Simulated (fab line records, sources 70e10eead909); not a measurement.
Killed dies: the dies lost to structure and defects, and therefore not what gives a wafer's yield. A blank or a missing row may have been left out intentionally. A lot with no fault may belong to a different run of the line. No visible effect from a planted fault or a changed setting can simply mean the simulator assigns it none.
fab line records	flow nand-harc
record lots=13	wafers=39	last-day=33
route steps=1302 shown P_CONTACT@219 P_M0@261 END@1302
lots untouched by any fault: they come from a run of this same line in which no faults occurred
start-h: start of the lot's first displayed wafer, in hours after the record's first day	wait-h: hours from the lot's prior step to this one	" same as the row above	L1.1+2: a single row standing in for several wafers	- no value present, or no start provided	* or withheld: withheld	< > ~ a bound
route shown NAME@n: a module of which the file shows steps, and the number in the route of the first	usual: mean and standard deviation over wafers with no fault	same: alike in all rows	chamber/n: place in a boat	sites: each site's reading	_std_site: their standard deviation	_edge_site: inner sites' mean taken away from outer sites' mean	radius-mm: how far each site lies from the wafer's centre	mask NAME#n: copy n	behind: tool/chamber where the wafer was last shaped	hold: what put the lot on hold/how long, in hours/how the hold closed	device: the transistor (n, p or np) that didn't switch	end of line: the same wafers' tests at the end of the route	step lacking rows: just its recipe	killed: dies lost to structure and defects at the first sort, not the wafer's yield	map: dies across one wafer; x = killed, . = not, _ = none there
set.NAME: the run value of the setting; set.NAME@STEP: its run value at that earlier step	model.NAME: the simulator's own value behind a step, which no gauge read
one table for each step of the route and one row for each wafer, over a sample of lots
services: from which hour (start-h, from the record's first day; less than 0 if before it) a tool's chamber was out of use, for how many hours, and why
## steps
# step NHARC_P_CONTACT_CMP_01
# recipe target-thk-nm=200	material=SiO2
# usual motor-current-A=12.2/1.8
lot.wafer	tool	chamber	start-h	wait-h	motor-current-A
L198.3	cmp-01	2	112.71	-	11.1
L198.2	"	3	"	"	10.9
L198.6	"	0	"	"	9.9
L199.2	cmp-03	3	125.60	-	10.8
L199.5	"	3	"	"	10.4
L199.6	"	0	"	"	12.9
L200.4	cmp-01	0	133.79	-	9.7
L200.3	"	1	"	"	13.5
L200.1	"	3	"	"	11.0
L201.1	cmp-03	3	143.81	-	10.4
L201.3	"	0	"	"	13.1
L201.4	"	1	"	"	16.8
L202.3	cmp-04	3	156.43	-	11.0
L202.2	"	1	"	"	13.1
L202.6	"	0	"	"	14.2
L203.2	cmp-04	3	166.19	-	10.8
L203.3	"	1	"	"	12.6
L203.6	"	3	"	"	11.0
L207.4	cmp-01	3	214.06	-	11.7
L207.1	"	1	"	"	13.6
L207.6	"	3	"	"	11.3
L210.2	cmp-01	3	238.51	-	11.4
L210.3	"	0	"	"	10.5
L210.5	"	3	"	"	11.3
L213.4	cmp-01	1	268.28	-	13.3
L213.6	"	3	"	"	11.1
L213.5	"	0	"	"	9.7
L214.3	cmp-04	1	276.17	-	12.4
L214.1	"	2	"	"	11.1
L214.6	"	3	"	"	11.0
L218.4	cmp-03	2	322.72	-	11.3
L218.5	"	1	"	"	16.6
L218.6	"	2	"	"	11.8
L220.4	cmp-01	3	342.20	-	11.4
L220.5	"	0	"	"	9.9
L220.6	"	1	"	"	13.4
L221.4	cmp-04	2	350.52	-	12.0
L221.3	"	1	"	"	12.6
L221.5	"	3	"	"	11.7
# step NHARC_P_CONTACT_CVD_23
# recipe target-thk-a=2000	temp-c=300	pressure-torr=40	wf6-flow-sccm=40	h2-flow-sccm=1600	ar-flow-sccm=1560	time-s=557	material=W
# usual heater-power-w=472/49	throttle-valve-pct=7.78/0.18
lot.wafer	tool	chamber	start-h	wait-h	heater-power-w	throttle-valve-pct
L198.2	cvd-w-01	1	-	-	429	7.97
L198.3	"	0	"	"	553	7.82
L198.6	"	1	"	"	444	7.71
L199.2	cvd-w-01	0	-	-	553	7.84
L199.5	"	1	"	"	431	7.61
L199.6	"	0	"	"	579	7.69
L200.1	cvd-w-02	0	-	-	490	7.45
L200.3	"	1	"	"	426	7.57
L200.4	"	0	"	"	498	7.39
L201.1	cvd-w-02	0	-	-	493	7.60
L201.3	"	0	"	"	500	7.66
L201.4	"	1	"	"	431	7.59
L202.2	cvd-w-01	1	-	-	437	8.23
L202.3	"	1	"	"	434	7.65
L202.6	"	0	"	"	571	7.57
L203.2	cvd-w-01	0	-	-	562	7.86
L203.3	"	1	"	"	434	7.94
L203.6	"	1	"	"	442	7.68
L207.1	cvd-w-01	1	-	-	414	7.73
L207.4	"	1	"	"	431	7.95
L207.6	"	0	"	"	511	7.86
L210.2	cvd-w-02	1	-	-	428	7.94
L210.3	"	1	"	"	427	7.88
L210.5	"	0	"	"	501	7.97
L213.4	cvd-w-01	1	-	-	422	7.76
L213.5	"	0	"	"	512	7.67
L213.6	"	1	"	"	427	8.03
L214.1	cvd-w-01	0	-	-	506	8.03
L214.3	"	0	"	"	514	7.59
L214.6	"	1	"	"	429	7.60
L218.4	cvd-w-02	1	-	-	433	7.82
L218.5	"	1	"	"	412	7.49
L218.6	"	0	"	"	508	7.72
L220.4	cvd-w-01	1	-	-	422	7.98
L220.6	"	1	"	"	419	8.11
L220.5	"	0	"	"	537	8.06
L221.3	cvd-w-02	1	-	-	429	7.82
L221.4	"	0	"	"	513	8.03
L221.5	"	0	"	"	506	7.48
# step NHARC_P_M0_PEB_07
# recipe peb-temp-c=100	peb-time-s=65
# usual heater-power-total-W=156.6/0.44
lot.wafer	tool	chamber	start-h	wait-h	heater-power-total-W
L198.2	litho-track-06	0	117.57	0.1	156.6
L198.3	"	0	"	"	156.8
L198.6	"	0	"	"	156.0
L199.2	litho-track-04	0	130.58	0.1	156.0
L199.5	"	0	"	"	155.9
L199.6	"	0	"	"	157.0
L200.1	litho-track-01	0	138.61	0.1	157.0
L200.3	"	0	"	"	157.1
L200.4	"	0	"	"	157.1
L201.1	litho-track-01	0	148.69	0.1	157.2
L201.3	"	0	"	"	156.1
L201.4	"	0	"	"	156.1
L202.2	litho-track-06	0	161.66	0.1	157.1
L202.3	"	0	"	"	156.8
L202.6	"	0	"	"	156.8
L203.2	litho-track-01	0	171.14	0.1	157.0
L203.3	"	0	"	"	155.9
L203.6	"	0	"	"	157.0
L207.1	litho-track-06	0	218.94	0.1	161.0
L207.4	"	0	"	"	162.0
L207.6	"	0	"	"	161.6
L210.2	litho-track-06	0	243.27	0.1	160.7
L210.3	"	0	"	"	161.9
L210.5	"	0	"	"	162.0
L213.4	litho-track-04	0	273.18	0.0	156.0
L213.5	"	0	"	"	157.1
L213.6	"	0	"	"	156.3
L214.1	litho-track-04	0	281.55	0.1	156.4
L214.3	"	0	"	"	157.0
L214.6	"	0	"	"	156.1
L218.4	litho-track-06	0	327.61	0.0	156.0
L218.5	"	0	"	"	156.1
L218.6	"	0	"	"	156.0
L220.4	litho-track-06	0	347.06	0.0	157.2
L220.5	"	0	"	"	157.2
L220.6	"	0	"	"	156.7
L221.3	litho-track-04	0	355.44	0.0	156.3
L221.4	"	0	"	"	157.2
L221.5	"	0	"	"	156.3
# step NHARC_P_M0_CD_MEAS_09
# recipe target-cd-nm=90	landing-energy-ev=500
# usual cd-nm=90.1/0.76
lot.wafer	tool	chamber	start-h	wait-h	cd-nm
L198.2	cd-sem-02	0	117.65	-	88.9
L198.3	"	0	"	"	89.8
L198.6	"	0	"	"	90.5
L199.2	cd-sem-01	0	130.66	-	90.5
L199.5	"	0	"	"	91.5
L199.6	"	0	"	"	90.6
L200.1	cd-sem-03	0	138.69	-	90.3
L200.3	"	0	"	"	90.0
L200.4	"	0	"	"	90.7
L201.1	cd-sem-03	0	148.77	-	90.4
L201.3	"	0	"	"	89.2
L201.4	"	0	"	"	89.5
L202.2	cd-sem-03	0	161.75	-	89.4
L202.3	"	0	"	"	89.9
L202.6	"	0	"	"	89.7
L203.2	cd-sem-03	0	171.22	-	91.5
L203.3	"	0	"	"	90.1
L203.6	"	0	"	"	90.8
L207.1	cd-sem-01	0	219.02	-	88.5
L207.4	"	0	"	"	87.6
L207.6	"	0	"	"	86.9
L210.2	cd-sem-02	0	243.35	-	87.3
L210.3	"	0	"	"	88.8
L210.5	"	0	"	"	88.1
L213.4	cd-sem-02	0	273.27	-	90.0
L213.5	"	0	"	"	89.5
L213.6	"	0	"	"	90.6
L214.1	cd-sem-03	0	281.63	-	90.6
L214.3	"	0	"	"	91.7
L214.6	"	0	"	"	90.2
L218.4	cd-sem-03	0	327.70	-	89.7
L218.5	"	0	"	"	90.1
L218.6	"	0	"	"	89.7
L220.4	cd-sem-03	0	347.14	-	90.1
L220.5	"	0	"	"	89.9
L220.6	"	0	"	"	91.3
L221.3	cd-sem-01	0	355.52	-	89.4
L221.4	"	0	"	"	90.5
L221.5	"	0	"	"	89.9
# step NHARC_P_M0_PVD_20
# recipe target-thk-a=50	bias-v=168.6	power-w=15000	chamber-pressure-pa=0.12	time-s=8.06	substrate-temp-c=50	material=TaN
# usual throttle-valve-pct=29.5/0.86
lot.wafer	tool	chamber	start-h	wait-h	throttle-valve-pct
L198.3	pvd-sputter-02	-	-	-	29.7
L198.2	"	-	"	"	30.6
L198.6	"	-	"	"	28.6
L199.2	pvd-sputter-03	-	-	-	29.9
L199.6	"	-	"	"	29.6
L199.5	"	-	"	"	28.7
L200.4	pvd-sputter-03	-	-	-	30.1
L200.3	"	-	"	"	29.6
L200.1	"	-	"	"	29.1
L201.1	pvd-sputter-02	-	-	-	29.7
L201.4	"	-	"	"	28.2
L201.3	"	-	"	"	28.5
L202.3	pvd-sputter-01	-	-	-	29.8
L202.2	"	-	"	"	29.8
L202.6	"	-	"	"	29.9
L203.3	pvd-sputter-02	-	-	-	31.0
L203.2	"	-	"	"	28.8
L203.6	"	-	"	"	29.8
L207.4	pvd-sputter-02	-	-	-	31.0
L207.1	"	-	"	"	28.7
L207.6	"	-	"	"	28.5
L210.2	pvd-sputter-03	-	-	-	29.7
L210.3	"	-	"	"	29.9
L210.5	"	-	"	"	29.4
L213.4	pvd-sputter-01	-	-	-	29.7
L213.6	"	-	"	"	29.8
L213.5	"	-	"	"	28.2
L214.3	pvd-sputter-03	-	-	-	30.2
L214.1	"	-	"	"	30.1
L214.6	"	-	"	"	30.2
L218.4	pvd-sputter-01	-	-	-	30.1
L218.5	"	-	"	"	28.0
L218.6	"	-	"	"	29.8
L220.4	pvd-sputter-01	-	-	-	28.2
L220.6	"	-	"	"	28.0
L220.5	"	-	"	"	30.0
L221.4	pvd-sputter-01	-	-	-	28.1
L221.3	"	-	"	"	30.0
L221.5	"	-	"	"	29.7
# step NHARC_END_SORT_01
# recipe temp-c=25
# usual defect-limited-yield=91/3	killed-at-array=59/21	killed-at-other=0.8/1.1	killed-at-periphery=4.1/2.8	killed-dies=64/20	killed-open=3.1/1.7	killed-short=2.4/1.6
# same gross-dies=677
lot.wafer	tool	chamber	start-h	wait-h	defect-limited-yield[%]	killed-at-array	killed-at-other	killed-at-periphery	killed-dies	killed-open	killed-short
L198.2	prober-02	0	562.17	2.8	91	56	3	2	61	3	4
L198.3	prober-02	0	562.96	3.1	91	49	5	5	59	3	3
L198.6	prober-02	0	565.31	3.9	93	42	2	1	45	0	0
L199.2	prober-01	0	562.19	2.8	89	73	0	3	76	2	0
L199.5	prober-01	0	564.58	3.7	89	74	0	3	77	5	2
L199.6	prober-01	0	565.37	4.0	89	70	0	6	76	1	4
L200.1	prober-01	0	594.55	2.5	94	39	0	1	40	2	1
L200.3	prober-01	0	596.14	3.1	94	36	0	2	38	2	3
L200.4	prober-01	0	596.93	3.4	92	50	0	4	54	4	2
L202.2	prober-02	0	595.32	2.8	85	98	2	2	102	6	1
L202.3	prober-02	0	596.14	3.1	85	98	2	1	101	4	1
L202.6	prober-02	0	598.57	4.1	90	61	3	2	66	3	4
L201.1	prober-01	0	602.33	2.5	90	66	4	1	71	2	2
L201.3	prober-01	0	603.93	3.1	89	72	2	0	74	2	3
L201.4	prober-01	0	604.73	3.4	88	78	1	0	79	3	2
L203.2	prober-02	0	610.03	2.8	87	84	2	0	86	5	2
L203.3	prober-02	0	610.83	3.1	88	76	1	1	78	1	2
L203.6	prober-02	0	613.21	4.0	87	82	1	2	85	3	1
L207.1	prober-02	0	680.99	2.5	88	75	1	6	82	3	5
L207.4	prober-02	0	683.35	3.3	90	56	1	10	67	0	3
L207.6	prober-02	0	684.92	3.9	92	47	0	8	55	3	2
L210.2	prober-02	0	704.79	2.8	89	69	0	5	74	1	2
L210.3	prober-02	0	705.59	3.1	89	69	0	3	72	2	1
L210.5	prober-02	0	707.17	3.7	88	77	0	5	82	2	1
L213.4	prober-01	0	706.43	3.4	96	24	0	6	30	4	4
L213.5	prober-01	0	707.22	3.7	94	36	0	5	41	1	5
L213.6	prober-01	0	708.01	4.0	95	32	0	5	37	3	0
L214.1	prober-02	0	721.62	2.5	88	72	0	9	81	2	0
L214.3	prober-02	0	723.22	3.1	86	93	0	4	97	1	0
L214.6	prober-02	0	725.62	4.0	84	99	1	7	107	2	3
L218.4	prober-01	0	773.63	3.5	89	70	4	0	74	1	0
L218.5	prober-01	0	774.45	3.8	88	76	0	2	78	1	0
L218.6	prober-01	0	775.27	4.1	88	75	1	5	81	6	1
L220.4	prober-02	0	783.21	3.4	93	46	0	3	49	3	1
L220.5	prober-02	0	784.01	3.7	90	64	0	1	65	2	1
L220.6	prober-02	0	784.81	4.0	91	56	0	4	60	4	3
L221.3	prober-01	0	794.40	3.1	88	75	0	3	78	5	1
L221.4	prober-01	0	795.21	3.4	90	68	0	0	68	3	1
L221.5	prober-01	0	796.01	3.7	90	65	1	3	69	2	2
# killed by level:class
L198.2 A_CHANNEL_HOLE_D2:chamber-film-flake=39 A_STAIRCASE:chamber-film-flake=5 THIN_TSV:chamber-film-flake=3 A_WL_FILL:chamber-film-flake=2 A_SOURCE_PLATE:geometric-particle:short=1 A_CHANNEL_FILL_D1:geometric-particle:short=1 A_CHANNEL_HOLE_D2:geometric-particle:short=1 A_CHANNEL_FILL_D2:geometric-particle:short=1
L199.2 A_CHANNEL_HOLE_D1:chamber-film-flake=35 A_SLIT:chamber-film-flake=25 A_STAIRCASE:chamber-film-flake=5 A_CHANNEL_HOLE_D2:chamber-film-flake=3 A_CONTACT:chamber-film-flake=3 P_CONTACT:geometric-particle:open=1 A_ONON_D2:geometric-particle:open=1 P_STI:chamber-film-flake=1
L198.3 A_CHANNEL_HOLE_D2:chamber-film-flake=31 A_STAIRCASE:chamber-film-flake=7 THIN_TSV:chamber-film-flake=5 P_GATE:chamber-film-flake=2 A_CHANNEL_FILL_D1:chamber-film-flake=2 A_CONTACT:chamber-film-flake=2 P_CONTACT:geometric-particle:open=1 P_M0:geometric-particle:open=1
L199.5 A_SLIT:chamber-film-flake=27 A_CHANNEL_HOLE_D1:chamber-film-flake=23 A_CHANNEL_HOLE_D2:chamber-film-flake=7 A_STAIRCASE:chamber-film-flake=5 A_WL_FILL:geometric-particle:open=2 A_WL_FILL:chamber-film-flake=2 A_CONTACT:chamber-film-flake=2 A_CHANNEL_HOLE_D1:geometric-particle:short=1
L198.6 A_CHANNEL_HOLE_D2:chamber-film-flake=34 A_STAIRCASE:chamber-film-flake=3 A_WL_FILL:chamber-film-flake=2 A_CHANNEL_HOLE_D1:chamber-film-flake=2 THIN_TSV:chamber-film-flake=2 P_M2:chamber-film-flake=1 A_CONTACT:chamber-film-flake=1
L199.6 A_CHANNEL_HOLE_D1:chamber-film-flake=30 A_SLIT:chamber-film-flake=23 A_CHANNEL_HOLE_D2:chamber-film-flake=8 A_WL_FILL:chamber-film-flake=3 P_BONDPAD:chamber-film-flake=2 A_STAIRCASE:chamber-film-flake=2 P_CONTACT:geometric-particle:open=1 P_M2:geometric-particle:short=1
L200.1 A_CHANNEL_HOLE_D2:chamber-film-flake=28 A_CONTACT:chamber-film-flake=5 A_CHANNEL_HOLE_D1:chamber-film-flake=2 A_ONON_D1:geometric-particle:open=1 A_DECK1_JOINT:geometric-particle:short=1 A_M0:geometric-particle:open=1 P_BONDPAD:chamber-film-flake=1 A_BLC:chamber-film-flake=1
L202.2 A_CHANNEL_HOLE_D2:chamber-film-flake=34 A_SLIT:chamber-film-flake=27 A_CHANNEL_HOLE_D1:chamber-film-flake=26 A_BLC:geometric-particle:open=3 A_DECK1_JOINT:chamber-film-flake=2 A_STAIRCASE:chamber-film-flake=2 THIN_TSV:chamber-film-flake=2 P_M1:geometric-particle:open=1
L200.3 A_CHANNEL_HOLE_D2:chamber-film-flake=24 A_CONTACT:chamber-film-flake=4 P_BONDPAD:chamber-film-flake=2 A_CHANNEL_HOLE_D1:chamber-film-flake=2 A_DECK1_JOINT:geometric-particle:short=1 A_ONON_D2:geometric-particle:open=1 A_SGD_CUT:geometric-particle:short=1 A_M0:geometric-particle:open=1
L202.3 A_CHANNEL_HOLE_D2:chamber-film-flake=38 A_CHANNEL_HOLE_D1:chamber-film-flake=27 A_SLIT:chamber-film-flake=23 A_STAIRCASE:chamber-film-flake=4 THIN_TSV:chamber-film-flake=2 P_CONTACT:geometric-particle:open=1 A_ONON_D1:geometric-particle:open=1 A_CHANNEL_HOLE_D2:geometric-particle:open=1
L200.4 A_CHANNEL_HOLE_D2:chamber-film-flake=35 P_BONDPAD:chamber-film-flake=4 A_CONTACT:chamber-film-flake=4 A_M0:geometric-particle:open=2 A_STAIRCASE:chamber-film-flake=2 A_ONON_D1:geometric-particle:open=1 A_ONON_D1:geometric-particle:short=1 A_DECK1_JOINT:geometric-particle:short=1
L202.6 A_SLIT:chamber-film-flake=21 A_CHANNEL_HOLE_D2:chamber-film-flake=16 A_CHANNEL_HOLE_D1:chamber-film-flake=16 A_M0:geometric-particle:short=3 THIN_TSV:chamber-film-flake=2 P_M2:geometric-particle:open=1 A_CHANNEL_FILL_D1:geometric-particle:short=1 A_CHANNEL_FILL_D1:geometric-particle:open=1
L201.1 A_CHANNEL_HOLE_D1:chamber-film-flake=26 A_SLIT:chamber-film-flake=21 A_CHANNEL_HOLE_D2:chamber-film-flake=8 THIN_TSV:chamber-film-flake=4 A_CONTACT:chamber-film-flake=3 A_CHANNEL_FILL_D2:geometric-particle:open=2 A_WL_FILL:chamber-film-flake=2 A_CHANNEL_FILL_D1:geometric-particle:short=1
L201.3 A_CHANNEL_HOLE_D1:chamber-film-flake=26 A_SLIT:chamber-film-flake=26 A_CHANNEL_HOLE_D2:chamber-film-flake=8 A_STAIRCASE:chamber-film-flake=4 A_CONTACT:chamber-film-flake=2 THIN_TSV:chamber-film-flake=2 A_CHANNEL_FILL_D1:geometric-particle:short=1 A_ONON_D2:geometric-particle:open=1
L201.4 A_CHANNEL_HOLE_D1:chamber-film-flake=36 A_SLIT:chamber-film-flake=26 A_CHANNEL_HOLE_D2:chamber-film-flake=4 A_SGD_CUT:chamber-film-flake=3 A_CONTACT:chamber-film-flake=2 A_ONON_D1:geometric-particle:open=1 A_CHANNEL_FILL_D1:geometric-particle:short=1 A_CHANNEL_HOLE_D2:geometric-particle:short=1
L203.2 A_CHANNEL_HOLE_D1:chamber-film-flake=33 A_SLIT:chamber-film-flake=28 A_CHANNEL_HOLE_D2:chamber-film-flake=6 A_CONTACT:chamber-film-flake=3 A_BLC:chamber-film-flake=3 A_DECK1_JOINT:chamber-film-flake=2 A_CHANNEL_FILL_D1:geometric-particle:open=1 A_DECK1_JOINT:geometric-particle:short=1
L203.3 A_CHANNEL_HOLE_D1:chamber-film-flake=28 A_SLIT:chamber-film-flake=20 A_CHANNEL_HOLE_D2:chamber-film-flake=11 A_CONTACT:chamber-film-flake=4 A_BLC:chamber-film-flake=3 A_M1:chamber-film-flake=3 A_DECK1_JOINT:chamber-film-flake=2 A_ONON_D2:geometric-particle:open=1
L203.6 A_CHANNEL_HOLE_D1:chamber-film-flake=37 A_SLIT:chamber-film-flake=20 A_CHANNEL_HOLE_D2:chamber-film-flake=7 A_CONTACT:chamber-film-flake=5 A_M1:chamber-film-flake=3 A_BLC:chamber-film-flake=3 A_WL_FILL:chamber-film-flake=2 P_M1:geometric-particle:open=1
L207.1 A_CHANNEL_HOLE_D1:chamber-film-flake=37 A_CHANNEL_HOLE_D2:chamber-film-flake=17 A_STAIRCASE:chamber-film-flake=7 P_CONTACT:chamber-film-flake=4 A_SLIT:chamber-film-flake=2 A_ONON_D1:geometric-particle:short=1 A_ONON_D1:geometric-particle:open=1 A_CHANNEL_FILL_D1:geometric-particle:short=1
L207.4 A_CHANNEL_HOLE_D1:chamber-film-flake=36 A_CHANNEL_HOLE_D2:chamber-film-flake=11 P_CONTACT:chamber-film-flake=7 A_STAIRCASE:chamber-film-flake=3 P_BONDPAD:chamber-film-flake=2 A_SOURCE_PLATE:geometric-particle:short=1 A_DECK1_JOINT:geometric-particle:short=1 A_CHANNEL_FILL_D2:geometric-particle:short=1
L207.6 A_CHANNEL_HOLE_D1:chamber-film-flake=26 A_CHANNEL_HOLE_D2:chamber-film-flake=10 P_CONTACT:chamber-film-flake=4 A_STAIRCASE:chamber-film-flake=3 A_CONTACT:chamber-film-flake=2 P_M0:geometric-particle:open=1 P_M0:geometric-particle:short=1 A_DECK1_JOINT:geometric-particle:short=1
L210.2 A_SLIT:chamber-film-flake=35 A_CHANNEL_HOLE_D1:chamber-film-flake=24 P_M2:chamber-film-flake=4 A_CONTACT:chamber-film-flake=4 A_STAIRCASE:chamber-film-flake=2 P_M0:geometric-particle:open=1 A_DECK1_JOINT:geometric-particle:short=1 A_ONON_D2:geometric-particle:short=1
L210.3 A_SLIT:chamber-film-flake=34 A_CHANNEL_HOLE_D1:chamber-film-flake=26 A_CONTACT:chamber-film-flake=3 P_M2:chamber-film-flake=2 A_SGD_CUT:geometric-particle:short=1 A_BLC:geometric-particle:open=1 A_M0:geometric-particle:open=1 P_ZERO_WELL:chamber-film-flake=1
L213.4 A_CHANNEL_HOLE_D1:chamber-film-flake=6 A_CONTACT:chamber-film-flake=6 A_SLIT:chamber-film-flake=4 A_M1:chamber-film-flake=2 P_GATE:geometric-particle:short=1 P_GATE:geometric-particle:open=1 P_CONTACT:geometric-particle:open=1 P_M0:geometric-particle:open=1
L210.5 A_SLIT:chamber-film-flake=40 A_CHANNEL_HOLE_D1:chamber-film-flake=27 P_M2:chamber-film-flake=4 A_CONTACT:chamber-film-flake=4 A_ONON_D1:geometric-particle:short=1 A_CHANNEL_FILL_D1:geometric-particle:open=1 A_DECK1_JOINT:geometric-particle:open=1 P_GATE:chamber-film-flake=1
L213.5 A_CHANNEL_HOLE_D1:chamber-film-flake=11 A_CONTACT:chamber-film-flake=7 A_DECK1_JOINT:chamber-film-flake=4 A_M1:chamber-film-flake=4 A_DECK1_JOINT:geometric-particle:short=2 P_GATE:chamber-film-flake=2 A_SGD_CUT:chamber-film-flake=2 A_SLIT:chamber-film-flake=2
L213.6 A_CHANNEL_HOLE_D1:chamber-film-flake=12 A_CONTACT:chamber-film-flake=6 A_SLIT:chamber-film-flake=5 A_STAIRCASE:chamber-film-flake=3 P_M1:chamber-film-flake=2 A_DECK1_JOINT:chamber-film-flake=2 P_CONTACT:geometric-particle:open=1 A_BLC:geometric-particle:open=1
L214.1 A_CHANNEL_HOLE_D1:chamber-film-flake=37 A_SLIT:chamber-film-flake=20 A_CHANNEL_HOLE_D2:chamber-film-flake=10 P_M2:chamber-film-flake=5 P_GATE:chamber-film-flake=2 A_WL_FILL:chamber-film-flake=2 P_CONTACT:geometric-particle:open=1 A_CONTACT:geometric-particle:open=1
L214.3 A_SLIT:chamber-film-flake=32 A_CHANNEL_HOLE_D1:chamber-film-flake=31 A_CHANNEL_HOLE_D2:chamber-film-flake=20 A_STAIRCASE:chamber-film-flake=4 P_M2:chamber-film-flake=3 A_WL_FILL:chamber-film-flake=2 A_CONTACT:chamber-film-flake=2 A_WL_FILL:geometric-particle:open=1
L214.6 A_CHANNEL_HOLE_D1:chamber-film-flake=37 A_SLIT:chamber-film-flake=32 A_CHANNEL_HOLE_D2:chamber-film-flake=18 A_STAIRCASE:chamber-film-flake=4 A_WL_FILL:chamber-film-flake=3 A_CONTACT:chamber-film-flake=3 P_GATE:chamber-film-flake=2 P_M2:chamber-film-flake=2
L218.4 A_CHANNEL_HOLE_D2:chamber-film-flake=27 A_SLIT:chamber-film-flake=27 A_CHANNEL_HOLE_D1:chamber-film-flake=10 THIN_TSV:chamber-film-flake=4 A_CONTACT:chamber-film-flake=3 A_M1:geometric-particle:open=1 A_STAIRCASE:chamber-film-flake=1 A_WL_FILL:chamber-film-flake=1
L218.5 A_CHANNEL_HOLE_D2:chamber-film-flake=35 A_SLIT:chamber-film-flake=25 A_CHANNEL_HOLE_D1:chamber-film-flake=13 A_WL_FILL:geometric-particle:open=1 P_GATE:chamber-film-flake=1 P_BONDPAD:chamber-film-flake=1 A_STAIRCASE:chamber-film-flake=1 A_WL_FILL:chamber-film-flake=1
L218.6 A_CHANNEL_HOLE_D2:chamber-film-flake=30 A_SLIT:chamber-film-flake=29 A_CHANNEL_HOLE_D1:chamber-film-flake=6 A_CONTACT:chamber-film-flake=3 A_ONON_D1:geometric-particle:open=2 P_STI:chamber-film-flake=2 P_STI:geometric-particle:open=1 P_GATE:geometric-particle:open=1
L220.4 A_SLIT:chamber-film-flake=26 A_CONTACT:chamber-film-flake=8 A_BLC:chamber-film-flake=3 P_GATE:chamber-film-flake=2 A_CHANNEL_HOLE_D2:chamber-film-flake=2 A_SGD_CUT:chamber-film-flake=2 P_M0:geometric-particle:open=1 A_CHANNEL_FILL_D1:geometric-particle:short=1
L220.5 A_SLIT:chamber-film-flake=33 A_CONTACT:chamber-film-flake=12 A_CHANNEL_HOLE_D1:chamber-film-flake=7 A_CHANNEL_FILL_D1:chamber-film-flake=4 A_SGD_CUT:chamber-film-flake=3 A_CHANNEL_FILL_D2:geometric-particle:short=1 A_SLIT:geometric-particle:open=1 A_M0:geometric-particle:open=1
L220.6 A_SLIT:chamber-film-flake=26 A_CHANNEL_HOLE_D1:chamber-film-flake=7 A_CONTACT:chamber-film-flake=7 P_GATE:chamber-film-flake=3 A_CHANNEL_HOLE_D2:chamber-film-flake=3 A_SGD_CUT:chamber-film-flake=2 A_WL_FILL:chamber-film-flake=2 P_CONTACT:geometric-particle:open=1
L221.3 A_CHANNEL_HOLE_D2:chamber-film-flake=24 A_CHANNEL_HOLE_D1:chamber-film-flake=21 A_CONTACT:chamber-film-flake=13 A_SLIT:chamber-film-flake=10 P_GATE:geometric-particle:open=2 P_CONTACT:geometric-particle:open=1 A_ONON_D2:geometric-particle:short=1 A_ONON_D2:geometric-particle:open=1
L221.4 A_CHANNEL_HOLE_D2:chamber-film-flake=30 A_CHANNEL_HOLE_D1:chamber-film-flake=11 A_CONTACT:chamber-film-flake=11 A_SLIT:chamber-film-flake=8 A_CHANNEL_FILL_D2:geometric-particle:open=2 A_WL_FILL:chamber-film-flake=2 A_DECK1_JOINT:geometric-particle:short=1 A_ONON_D2:geometric-particle:open=1
L221.5 A_CHANNEL_HOLE_D2:chamber-film-flake=20 A_CONTACT:chamber-film-flake=15 A_CHANNEL_HOLE_D1:chamber-film-flake=13 A_SLIT:chamber-film-flake=12 P_STI:geometric-particle:short=1 A_ONON_D1:geometric-particle:short=1 A_DECK1_JOINT:geometric-particle:open=1 A_M1:geometric-particle:open=1
## services
tool	chamber	start-h	hours	kind
cmp-04	-	102.61	2.1	repair
pvd-sputter-02	-	104.33	10.0	pm
cmp-04	-	111.00	4.0	pm
cvd-w-02	-	158.62	0.6	repair
pvd-sputter-03	-	170.00	10.0	pm
pvd-sputter-02	-	174.46	11.6	repair
litho-track-06	-	179.00	7.0	pm
cmp-04	-	184.92	1.4	repair
cvd-w-01	-	185.00	13.0	pm
cmp-01	-	185.64	4.0	pm
cmp-01	-	201.67	2.5	repair
litho-track-04	-	203.00	7.0	pm
cmp-04	-	204.59	2.1	repair
cmp-01	-	208.03	2.3	repair
cmp-04	-	209.00	4.0	pm
pvd-sputter-01	-	229.59	10.0	pm
cvd-w-01	0	240.73	7.4	repair
cmp-01	-	251.69	4.4	repair
cvd-w-01	-	264.30	0.8	repair
cvd-w-02	-	269.24	13.0	pm
cmp-01	-	283.64	4.0	pm
cmp-01	-	310.13	2.1	repair
cmp-01	-	331.48	0.7	repair
litho-track-06	-	354.00	7.0	pm
## key
first-sign step=NHARC_P_M0_PEB_07	reading=heater-power-total-W	direction=up	sigmas=11	usual=*	struck=*
effect step=NHARC_P_M0_CD_MEAS_09	reading=cd-nm	direction=down	sigmas=3	usual=90.1	struck=87.9
met-at NHARC_P_M0_PEB_07
struck-lots L207,L210
not-acting-at NHARC_P_CONTACT_CMP_01,NHARC_P_CONTACT_CVD_23,NHARC_P_M0_PVD_20
onset-between 161.66 218.94
fault kind=process-parameter-drift	tool=litho-track-06	chamber=-	onset-h=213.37	steps=NHARC_P_M0_PEB_07	channel=peb-time-s	offset=*	shape=step	end-h=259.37	acts-in=*	stated=*
